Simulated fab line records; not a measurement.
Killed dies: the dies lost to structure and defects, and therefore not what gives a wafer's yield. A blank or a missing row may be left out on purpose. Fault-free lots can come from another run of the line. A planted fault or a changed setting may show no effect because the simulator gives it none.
Which tool is to blame? :: flow n5-finfet :: 24 lots with 72 wafers sampled at 5 steps, on a route of 1938 steps

== WHAT EACH GAUGE READ, for each wafer ==
N5_BEOL_M3_OCD_MEAS_38. Usual: 55.3 nm for trench-depth-nm, sd 1.
lot: L074
measured: day 7 07:34
on: ocd-02
trench-depth-nm (nm): 55.9 56.1 56.1
flag: 

lot: L075
measured: day 7 13:44
on: ocd-01
trench-depth-nm (nm): 56.3 54.9 56.7
flag: 

lot: L076
measured: day 7 14:25
on: ocd-01
trench-depth-nm (nm): 54.3 53.4 53.7
flag: 

lot: L077
measured: day 7 23:26
on: ocd-01
trench-depth-nm (nm): 54.4 56.2 55.3
flag: 

lot: L078
measured: day 7 23:54
on: ocd-02
trench-depth-nm (nm): 54.9 56.5 54.7
flag: 

lot: L079
measured: day 8 22:13
on: ocd-01
trench-depth-nm (nm): 56.0 56.6 55.1
flag: 

lot: L080
measured: day 8 22:56
on: ocd-02
trench-depth-nm (nm): 53.5 53.5 53.3
flag: 

lot: L081
measured: day 9 12:25
on: ocd-02
trench-depth-nm (nm): 53.8 55.4 56.1
flag: 

lot: L082
measured: day 9 16:59
on: ocd-01
trench-depth-nm (nm): 55.8 55.7 55.5
flag: 

lot: L083
measured: day 9 17:00
on: ocd-02
trench-depth-nm (nm): 54.9 56.4 56.4
flag: 

lot: L084
measured: day 10 00:56
on: ocd-02
trench-depth-nm (nm): 53.9 55.7 55.4
flag: 

lot: L085
measured: day 10 04:11
on: ocd-02
trench-depth-nm (nm): 54.5 55.4 53.5
flag: 

lot: L087
measured: day 10 04:47
on: ocd-01
trench-depth-nm (nm): 55.7 55.3 55.0
flag: 

lot: L086
measured: day 10 10:01
on: ocd-01
trench-depth-nm (nm): 55.7 55.8 56.5
flag: 

lot: L088
measured: day 10 19:40
on: ocd-02
trench-depth-nm (nm): 55.0 53.7 53.1
flag: 

lot: L089
measured: day 11 14:18
on: ocd-01
trench-depth-nm (nm): 55.1 56.7 54.4
flag: 

lot: L090
measured: day 11 22:41
on: ocd-01
trench-depth-nm (nm): 55.4 57.1 56.1
flag: 

lot: L091
measured: day 12 02:27
on: ocd-02
trench-depth-nm (nm): 55.5 55.1 55.3
flag: 

lot: L093
measured: day 12 02:53
on: ocd-01
trench-depth-nm (nm): 55.0 56.9 55.2
flag: 

lot: L092
measured: day 12 09:02
on: ocd-02
trench-depth-nm (nm): 53.4 55.3 56.9
flag: 

lot: L095
measured: day 12 21:11
on: ocd-02
trench-depth-nm (nm): 55.4 57.6 56.6
flag: 

lot: L094
measured: day 12 21:22
on: ocd-01
trench-depth-nm (nm): 55.7 55.9 55.9
flag: 

lot: L097
measured: day 12 21:50
on: ocd-02
trench-depth-nm (nm): 55.7 52.7 56.1
flag: 

lot: L096
measured: day 13 00:16
on: ocd-01
trench-depth-nm (nm): 56.5 52.6 53.9
flag: 

N5_BEOL_M4_THK_MEAS_01. Usual: for M4_ILD_THK the level is 78.6 nm and the standard deviation is 1.1.
lot: L074
measured: day 7 12:05
on: film-metro-02
M4_ILD_THK (nm): 79.1 78.2 79.8
flag: 

lot: L075
measured: day 7 17:59
on: film-metro-01
M4_ILD_THK (nm): 79.2 78.7 80.6
flag: 

lot: L076
measured: day 7 19:59
on: film-metro-02
M4_ILD_THK (nm): 77.4 76.6 79.4
flag: 

lot: L077
measured: day 8 03:29
on: film-metro-02
M4_ILD_THK (nm): 78.0 80.6 79.4
flag: 

lot: L078
measured: day 8 05:37
on: film-metro-01
M4_ILD_THK (nm): 76.3 77.1 77.1
flag: 

lot: L079
measured: day 9 02:43
on: film-metro-02
M4_ILD_THK (nm): 79.9 79.9 80.9
flag: 

lot: L080
measured: day 9 03:52
on: film-metro-02
M4_ILD_THK (nm): 77.5 77.8 78.7
flag: 

lot: L081
measured: day 9 17:25
on: film-metro-02
M4_ILD_THK (nm): 77.4 77.3 78.9
flag: 

lot: L082
measured: day 9 20:43
on: film-metro-01
M4_ILD_THK (nm): 77.7 79.0 78.9
flag: 

lot: L083
measured: day 9 22:43
on: film-metro-01
M4_ILD_THK (nm): 78.7 80.3 79.8
flag: 

lot: L084
measured: day 10 04:59
on: film-metro-01
M4_ILD_THK (nm): 78.8 78.5 80.0
flag: 

lot: L085
measured: day 10 08:07
on: film-metro-02
M4_ILD_THK (nm): 78.0 78.1 79.1
flag: 

lot: L087
measured: day 10 10:28
on: film-metro-02
M4_ILD_THK (nm): 78.7 78.4 79.8
flag: 

lot: L086
measured: day 10 14:01
on: film-metro-01
M4_ILD_THK (nm): 77.4 77.5 78.4
flag: 

lot: L088
measured: day 10 23:53
on: film-metro-02
M4_ILD_THK (nm): 79.6 78.4 80.1
flag: 

lot: L089
measured: day 11 18:46
on: film-metro-01
M4_ILD_THK (nm): 78.1 79.4 81.2
flag: 

lot: L090
measured: day 12 04:13
on: film-metro-01
M4_ILD_THK (nm): 78.3 79.0 78.3
flag: 

lot: L091
measured: day 12 06:44
on: film-metro-01
M4_ILD_THK (nm): 77.8 79.2 79.0
flag: 

lot: L093
measured: day 12 08:34
on: film-metro-01
M4_ILD_THK (nm): 79.6 79.7 80.3
flag: 

lot: L092
measured: day 12 13:59
on: film-metro-01
M4_ILD_THK (nm): 78.4 78.5 79.3
flag: 

lot: L095
measured: day 13 01:22
on: film-metro-01
M4_ILD_THK (nm): 77.3 78.7 79.2
flag: 

lot: L094
measured: day 13 01:35
on: film-metro-01
M4_ILD_THK (nm): 77.8 79.0 78.9
flag: 

lot: L097
measured: day 13 03:20
on: film-metro-02
M4_ILD_THK (nm): 78.9 79.7 80.3
flag: 

lot: L096
measured: day 13 04:41
on: film-metro-02
M4_ILD_THK (nm): 76.9 77.2 78.9
flag: 

== WHAT TOOL EACH LOT RAN ON (gives the tool, then ch and the chambers of the sampled wafers, and finally the start) ==
lot: L074
N5_BEOL_M3_DEGAS_44: pvd-sputter-03, day 7 08:22
N5_BEOL_M3_ANNEAL_93: pvd-sputter-02, day 7 10:32
N5_BEOL_M4_ILD_DEP_00: pecvd-03 ch 0,2, day 7 12:02

lot: L075
N5_BEOL_M3_DEGAS_44: pvd-sputter-02, day 7 14:17
N5_BEOL_M3_ANNEAL_93: pvd-sputter-03, day 7 16:26
N5_BEOL_M4_ILD_DEP_00: pecvd-03 ch 0,1, day 7 17:55

lot: L076
N5_BEOL_M3_DEGAS_44: pvd-sputter-01, day 7 15:16
N5_BEOL_M3_ANNEAL_93: pvd-sputter-02, day 7 18:25
N5_BEOL_M4_ILD_DEP_00: pecvd-02 ch 0,1,2, day 7 19:55

lot: L077
N5_BEOL_M3_DEGAS_44: pvd-sputter-01, day 7 23:56
N5_BEOL_M3_ANNEAL_93: pvd-sputter-03, day 8 01:57
N5_BEOL_M4_ILD_DEP_00: pecvd-01 ch 0,1,2, day 8 03:25

lot: L078
N5_BEOL_M3_DEGAS_44: pvd-sputter-01, day 8 00:15
N5_BEOL_M3_ANNEAL_93: pvd-sputter-01, day 8 03:55
N5_BEOL_M4_ILD_DEP_00: pecvd-02 ch 0,1,2, day 8 05:33

lot: L079
N5_BEOL_M3_DEGAS_44: pvd-sputter-01, day 8 22:37
N5_BEOL_M3_ANNEAL_93: pvd-sputter-02, day 9 00:43
N5_BEOL_M4_ILD_DEP_00: pecvd-03 ch 0,2, day 9 02:39

lot: L080
N5_BEOL_M3_DEGAS_44: pvd-sputter-01, day 8 23:57
N5_BEOL_M3_ANNEAL_93: pvd-sputter-01, day 9 02:17
N5_BEOL_M4_ILD_DEP_00: pecvd-02 ch 1,2, day 9 03:47

lot: L081
N5_BEOL_M3_DEGAS_44: pvd-sputter-03, day 9 12:38
N5_BEOL_M3_ANNEAL_93: pvd-sputter-02, day 9 15:53
N5_BEOL_M4_ILD_DEP_00: pecvd-02 ch 0,1, day 9 17:22

lot: L082
N5_BEOL_M3_DEGAS_44: pvd-sputter-03, day 9 17:11
N5_BEOL_M3_ANNEAL_93: pvd-sputter-03, day 9 19:11
N5_BEOL_M4_ILD_DEP_00: pecvd-01 ch 1,2, day 9 20:39

lot: L083
N5_BEOL_M3_DEGAS_44: pvd-sputter-02, day 9 17:17
N5_BEOL_M3_ANNEAL_93: pvd-sputter-03, day 9 21:01
N5_BEOL_M4_ILD_DEP_00: pecvd-03 ch 0,1,2, day 9 22:38

lot: L084
N5_BEOL_M3_DEGAS_44: pvd-sputter-03, day 10 01:08
N5_BEOL_M3_ANNEAL_93: pvd-sputter-01, day 10 03:25
N5_BEOL_M4_ILD_DEP_00: pecvd-03 ch 0,1, day 10 04:55

lot: L085
N5_BEOL_M3_DEGAS_44: pvd-sputter-01, day 10 04:32
N5_BEOL_M3_ANNEAL_93: pvd-sputter-02, day 10 06:34
N5_BEOL_M4_ILD_DEP_00: pecvd-02 ch 1,2, day 10 08:02

lot: L087
N5_BEOL_M3_DEGAS_44: pvd-sputter-03, day 10 05:00
N5_BEOL_M3_ANNEAL_93: pvd-sputter-02, day 10 08:29
N5_BEOL_M4_ILD_DEP_00: pecvd-01 ch 0,1,2, day 10 10:24

lot: L086
N5_BEOL_M3_DEGAS_44: pvd-sputter-01, day 10 10:16
N5_BEOL_M3_ANNEAL_93: pvd-sputter-01, day 10 12:23
N5_BEOL_M4_ILD_DEP_00: pecvd-02 ch 1,2, day 10 13:57

lot: L088
N5_BEOL_M3_DEGAS_44: pvd-sputter-01, day 10 20:07
N5_BEOL_M3_ANNEAL_93: pvd-sputter-03, day 10 22:20
N5_BEOL_M4_ILD_DEP_00: pecvd-03 ch 1,2, day 10 23:49

lot: L089
N5_BEOL_M3_DEGAS_44: pvd-sputter-01, day 11 15:07
N5_BEOL_M3_ANNEAL_93: pvd-sputter-02, day 11 17:13
N5_BEOL_M4_ILD_DEP_00: pecvd-01 ch 0,1,2, day 11 18:42

lot: L090
N5_BEOL_M3_DEGAS_44: pvd-sputter-03, day 11 23:04
N5_BEOL_M3_ANNEAL_93: pvd-sputter-03, day 12 02:23
N5_BEOL_M4_ILD_DEP_00: pecvd-02 ch 1,2, day 12 04:09

lot: L091
N5_BEOL_M3_DEGAS_44: pvd-sputter-02, day 12 03:04
N5_BEOL_M3_ANNEAL_93: pvd-sputter-02, day 12 05:08
N5_BEOL_M4_ILD_DEP_00: pecvd-01 ch 0,2, day 12 06:40

lot: L093
N5_BEOL_M3_DEGAS_44: pvd-sputter-03, day 12 03:26
N5_BEOL_M3_ANNEAL_93: pvd-sputter-02, day 12 07:01
N5_BEOL_M4_ILD_DEP_00: pecvd-03 ch 0,1,2, day 12 08:31

lot: L092
N5_BEOL_M3_DEGAS_44: pvd-sputter-02, day 12 10:26
N5_BEOL_M3_ANNEAL_93: pvd-sputter-02, day 12 12:26
N5_BEOL_M4_ILD_DEP_00: pecvd-02 ch 0,1, day 12 13:55

lot: L095
N5_BEOL_M3_DEGAS_44: pvd-sputter-02, day 12 21:37
N5_BEOL_M3_ANNEAL_93: pvd-sputter-02, day 12 23:50
N5_BEOL_M4_ILD_DEP_00: pecvd-02 ch 0,2, day 13 01:18

lot: L094
N5_BEOL_M3_DEGAS_44: pvd-sputter-01, day 12 21:38
N5_BEOL_M3_ANNEAL_93: pvd-sputter-01, day 13 00:04
N5_BEOL_M4_ILD_DEP_00: pecvd-02 ch 0,1, day 13 01:32

lot: L097
N5_BEOL_M3_DEGAS_44: pvd-sputter-02, day 12 22:16
N5_BEOL_M3_ANNEAL_93: pvd-sputter-02, day 13 01:46
N5_BEOL_M4_ILD_DEP_00: pecvd-03 ch 0,2, day 13 03:16

lot: L096
N5_BEOL_M3_DEGAS_44: pvd-sputter-01, day 13 00:56
N5_BEOL_M3_ANNEAL_93: pvd-sputter-03, day 13 03:05
N5_BEOL_M4_ILD_DEP_00: pecvd-02 ch 1,2, day 13 04:37
- N5_BEOL_M3_DEGAS_44: time 60 s.
- N5_BEOL_M3_ANNEAL_93: time 240 s.
- N5_BEOL_M4_ILD_DEP_00: deposits SiOC from DEMS/O2, target thk 79 nm, time 15.3 s.

== AS READ BY THE TOOLS THEMSELVES (means over the sampled wafers that have a number; for cases with no such wafer, the mark the record gives instead) ==
N5_BEOL_M3_DEGAS_44. Usual: 337 W for heater-power-w, sd 31.
lot: L074
tool: pvd-sputter-03
heater-power-w (W): 349
flag: 

lot: L075
tool: pvd-sputter-02
heater-power-w (W): 344
flag: 

lot: L076
tool: pvd-sputter-01
heater-power-w (W): 337
flag: 

lot: L077
tool: pvd-sputter-01
heater-power-w (W): 336
flag: 

lot: L078
tool: pvd-sputter-01
heater-power-w (W): 304
flag: 

lot: L079
tool: pvd-sputter-01
heater-power-w (W): 326
flag: 

lot: L080
tool: pvd-sputter-01
heater-power-w (W): 339
flag: 

lot: L081
tool: pvd-sputter-03
heater-power-w (W): 342
flag: 

lot: L082
tool: pvd-sputter-03
heater-power-w (W): 317
flag: 

lot: L083
tool: pvd-sputter-02
heater-power-w (W): 343
flag: 

lot: L084
tool: pvd-sputter-03
heater-power-w (W): 348
flag: 

lot: L085
tool: pvd-sputter-01
heater-power-w (W): 343
flag: 

lot: L087
tool: pvd-sputter-03
heater-power-w (W): 370
flag: 

lot: L086
tool: pvd-sputter-01
heater-power-w (W): 305
flag: 

lot: L088
tool: pvd-sputter-01
heater-power-w (W): 337
flag: 

lot: L089
tool: pvd-sputter-01
heater-power-w (W): 330
flag: 

lot: L090
tool: pvd-sputter-03
heater-power-w (W): 370
flag: 

lot: L091
tool: pvd-sputter-02
heater-power-w (W): 345
flag: 

lot: L093
tool: pvd-sputter-03
heater-power-w (W): 374
flag: 

lot: L092
tool: pvd-sputter-02
heater-power-w (W): 338
flag: 

lot: L095
tool: pvd-sputter-02
heater-power-w (W): 353
flag: 

lot: L094
tool: pvd-sputter-01
heater-power-w (W): 307
flag: 

lot: L097
tool: pvd-sputter-02
heater-power-w (W): 350
flag: 

lot: L096
tool: pvd-sputter-01
heater-power-w (W): 310
flag: 

N5_BEOL_M3_ANNEAL_93. Usual: 854 W for heater-power-w, sd 68.
lot: L074
tool: pvd-sputter-02
heater-power-w (W): 868
flag: 

lot: L075
tool: pvd-sputter-03
heater-power-w (W): 863
flag: 

lot: L076
tool: pvd-sputter-02
heater-power-w (W): 872
flag: 

lot: L077
tool: pvd-sputter-03
heater-power-w (W): 781
flag: 

lot: L078
tool: pvd-sputter-01
heater-power-w (W): 791
flag: 

lot: L079
tool: pvd-sputter-02
heater-power-w (W): 834
flag: 

lot: L080
tool: pvd-sputter-01
heater-power-w (W): 837
flag: 

lot: L081
tool: pvd-sputter-02
heater-power-w (W): 858
flag: 

lot: L082
tool: pvd-sputter-03
heater-power-w (W): 925
flag: 

lot: L083
tool: pvd-sputter-03
heater-power-w (W): 949
flag: 

lot: L084
tool: pvd-sputter-01
heater-power-w (W): 769
flag: 

lot: L085
tool: pvd-sputter-02
heater-power-w (W): 878
flag: 

lot: L087
tool: pvd-sputter-02
heater-power-w (W): 865
flag: 

lot: L086
tool: pvd-sputter-01
heater-power-w (W): 777
flag: 

lot: L088
tool: pvd-sputter-03
heater-power-w (W): 863
flag: 

lot: L089
tool: pvd-sputter-02
heater-power-w (W): 859
flag: 

lot: L090
tool: pvd-sputter-03
heater-power-w (W): 934
flag: 

lot: L091
tool: pvd-sputter-02
heater-power-w (W): 867
flag: 

lot: L093
tool: pvd-sputter-02
heater-power-w (W): 887
flag: 

lot: L092
tool: pvd-sputter-02
heater-power-w (W): 873
flag: 

lot: L095
tool: pvd-sputter-02
heater-power-w (W): 884
flag: 

lot: L094
tool: pvd-sputter-01
heater-power-w (W): 773
flag: 

lot: L097
tool: pvd-sputter-02
heater-power-w (W): 844
flag: 

lot: L096
tool: pvd-sputter-03
heater-power-w (W): 856
flag: 

N5_BEOL_M4_ILD_DEP_00. Usual: heater-power-w 457 W, standard deviation 71; rf-fwd-power-W 493.6 W, standard deviation 1.9; showerhead-plenum-p-Torr 5.698 Torr, standard deviation 0.019; throttle-valve-pct 11.9 %, standard deviation 0.66.
lot: L074
tool: pecvd-03
heater-power-w (W): 472
rf-fwd-power-W (W): 494.6
showerhead-plenum-p-Torr (Torr): 5.707
throttle-valve-pct (%): 11.8
flag: 

lot: L075
tool: pecvd-03
heater-power-w (W): 523
rf-fwd-power-W (W): 497.2
showerhead-plenum-p-Torr (Torr): 5.716
throttle-valve-pct (%): 12.0
flag: 

lot: L076
tool: pecvd-02
heater-power-w (W): 428
rf-fwd-power-W (W): 494.3
showerhead-plenum-p-Torr (Torr): 5.676
throttle-valve-pct (%): 11.8
flag: 

lot: L077
tool: pecvd-01
heater-power-w (W): 500
rf-fwd-power-W (W): 492.8
showerhead-plenum-p-Torr (Torr): 5.702
throttle-valve-pct (%): 11.8
flag: 

lot: L078
tool: pecvd-02
heater-power-w (W): 416
rf-fwd-power-W (W): 493.3
showerhead-plenum-p-Torr (Torr): 5.686
throttle-valve-pct (%): 12.0
flag: 

lot: L079
tool: pecvd-03
heater-power-w (W): 483
rf-fwd-power-W (W): 493.6
showerhead-plenum-p-Torr (Torr): 5.718
throttle-valve-pct (%): 11.8
flag: 

lot: L080
tool: pecvd-02
heater-power-w (W): 406
rf-fwd-power-W (W): 492.1
showerhead-plenum-p-Torr (Torr): 5.680
throttle-valve-pct (%): 11.6
flag: 

lot: L081
tool: pecvd-02
heater-power-w (W): 405
rf-fwd-power-W (W): 493.1
showerhead-plenum-p-Torr (Torr): 5.683
throttle-valve-pct (%): 12.3
flag: 

lot: L082
tool: pecvd-01
heater-power-w (W): 445
rf-fwd-power-W (W): 496.3
showerhead-plenum-p-Torr (Torr): 5.713
throttle-valve-pct (%): 12.7
flag: 

lot: L083
tool: pecvd-03
heater-power-w (W): 479
rf-fwd-power-W (W): 491.7
showerhead-plenum-p-Torr (Torr): 5.710
throttle-valve-pct (%): 12.2
flag: 

lot: L084
tool: pecvd-03
heater-power-w (W): 543
rf-fwd-power-W (W): 492.2
showerhead-plenum-p-Torr (Torr): 5.720
throttle-valve-pct (%): 12.1
flag: 

lot: L085
tool: pecvd-02
heater-power-w (W): 486
rf-fwd-power-W (W): 495.1
showerhead-plenum-p-Torr (Torr): 5.686
throttle-valve-pct (%): 11.5
flag: 

lot: L087
tool: pecvd-01
heater-power-w (W): 439
rf-fwd-power-W (W): 492.8
showerhead-plenum-p-Torr (Torr): 5.702
throttle-valve-pct (%): 11.8
flag: 

lot: L086
tool: pecvd-02
heater-power-w (W): 412
rf-fwd-power-W (W): 494.0
showerhead-plenum-p-Torr (Torr): 5.682
throttle-valve-pct (%): 11.7
flag: 

lot: L088
tool: pecvd-03
heater-power-w (W): 545
rf-fwd-power-W (W): 492.8
showerhead-plenum-p-Torr (Torr): 5.712
throttle-valve-pct (%): 12.0
flag: 

lot: L089
tool: pecvd-01
heater-power-w (W): 467
rf-fwd-power-W (W): 493.3
showerhead-plenum-p-Torr (Torr): 5.706
throttle-valve-pct (%): 11.9
flag: 

lot: L090
tool: pecvd-02
heater-power-w (W): 431
rf-fwd-power-W (W): 495.1
showerhead-plenum-p-Torr (Torr): 5.684
throttle-valve-pct (%): 11.8
flag: 

lot: L091
tool: pecvd-01
heater-power-w (W): 483
rf-fwd-power-W (W): 493.5
showerhead-plenum-p-Torr (Torr): 5.696
throttle-valve-pct (%): 11.1
flag: 

lot: L093
tool: pecvd-03
heater-power-w (W): 513
rf-fwd-power-W (W): 494.4
showerhead-plenum-p-Torr (Torr): 5.711
throttle-valve-pct (%): 12.0
flag: 

lot: L092
tool: pecvd-02
heater-power-w (W): 409
rf-fwd-power-W (W): 493.1
showerhead-plenum-p-Torr (Torr): 5.681
throttle-valve-pct (%): 12.2
flag: 

lot: L095
tool: pecvd-02
heater-power-w (W): 467
rf-fwd-power-W (W): 493.6
showerhead-plenum-p-Torr (Torr): 5.688
throttle-valve-pct (%): 11.7
flag: 

lot: L094
tool: pecvd-02
heater-power-w (W): 384
rf-fwd-power-W (W): 495.0
showerhead-plenum-p-Torr (Torr): 5.675
throttle-valve-pct (%): 12.4
flag: 

lot: L097
tool: pecvd-03
heater-power-w (W): 464
rf-fwd-power-W (W): 494.8
showerhead-plenum-p-Torr (Torr): 5.707
throttle-valve-pct (%): 12.0
flag: 

lot: L096
tool: pecvd-02
heater-power-w (W): 454
rf-fwd-power-W (W): 493.9
showerhead-plenum-p-Torr (Torr): 5.681
throttle-valve-pct (%): 11.7
flag: 

== THE ANSWER, worked out from the rows above alone ==
Rule: take the mean of a lot's wafers that have a number; if it is more than 3 standard deviations from the usual mean, the lot is off. A lot without any number at a reading at which 4 lots or more have one is off too. The other lots that the step has rows for count as sound. The gauges are gone through in route order, then the tools' own readings, and for those a lot's mean is taken as printed above. At the first step where some lot is off, the reading lying furthest off is the one used; lots without a number count as furthest.
No lot is off on any of the readings shown, so nothing can be concluded from this.

== WHAT THE SIMULATOR HAD INSERTED ==
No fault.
